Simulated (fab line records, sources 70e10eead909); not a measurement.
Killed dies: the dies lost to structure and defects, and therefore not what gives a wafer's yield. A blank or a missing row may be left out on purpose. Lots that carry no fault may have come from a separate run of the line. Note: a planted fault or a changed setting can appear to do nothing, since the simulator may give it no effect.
Chamber matching + flow nandHarc + NHARC_A_WL_FILL_ALD_19 on aldMetal-02: 4 sister chambers
The step deposits TiN, target thk 2 nm, pulse time 3 s, ald cycles 100. 8 wafers are shown with their chamber, then 6 later ones without.

## EACH WAFER AND ITS CHAMBER
| wafer  | chamber | heaterPowerW (W) | precursorPulseHeightRel |
|--------|---------|------------------|-------------------------|
| L714.6 | 2       | 1361             | 0.977                   |
| L716.2 | 0       | 1026             | 1.003                   |
| L716.4 | 1       | 1166             | 1.016                   |
| L716.5 | 1       | 1179             | 0.989                   |
| L718.2 | 2       | 1349             | 1.003                   |
| L726.4 | 3       | 990              | 1.006                   |
| L726.5 | 0       | 1061             | 0.997                   |
| L726.6 | 3       | 1016             | 0.992                   |

## WAFERS WITHOUT THEIR CHAMBER
| wafer  | heaterPowerW (W) | precursorPulseHeightRel |
|--------|------------------|-------------------------|
| L733.2 | 1002             | 0.992                   |
| L733.3 | 1067             | 1.007                   |
| L733.4 | 1354             | 0.988                   |
| L731.1 | 998              | 1.023                   |
| L731.3 | 1057             | 1.007                   |
| L731.5 | 1071             | 1.006                   |

## WHICH CHAMBER EACH WENT THROUGH
| wafer  | from the rows above     | in truth |
|--------|-------------------------|----------|
| L733.2 | 3                       | 3        |
| L733.3 | 0                       | 0        |
| L733.4 | 2                       | 2        |
| L731.1 | can't be placed: 3 or 0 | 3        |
| L731.3 | 0                       | 0        |
| L731.5 | 0                       | 0        |
Placed correctly: 5 of 6. Unplaceable from these rows: 1, with the true chamber sitting among the candidates in 1. Placed wrongly: 0.
How it was worked out, from the rows above alone: a wafer's distance from a chamber is the root of the sum, over the readings, of the square of ((its reading less the chamber's mean) divided by the reading's scatter). If the next closest chamber is less than 2 further off than the closest, the wafer can't be placed; otherwise it belongs to the closest. The mean given for a chamber averages the wafers shown for that chamber. How the scatter is found: for the shown wafers, subtract from each reading the mean of its chamber, square and add these, divide the total by (wafers less chambers), then take the root.
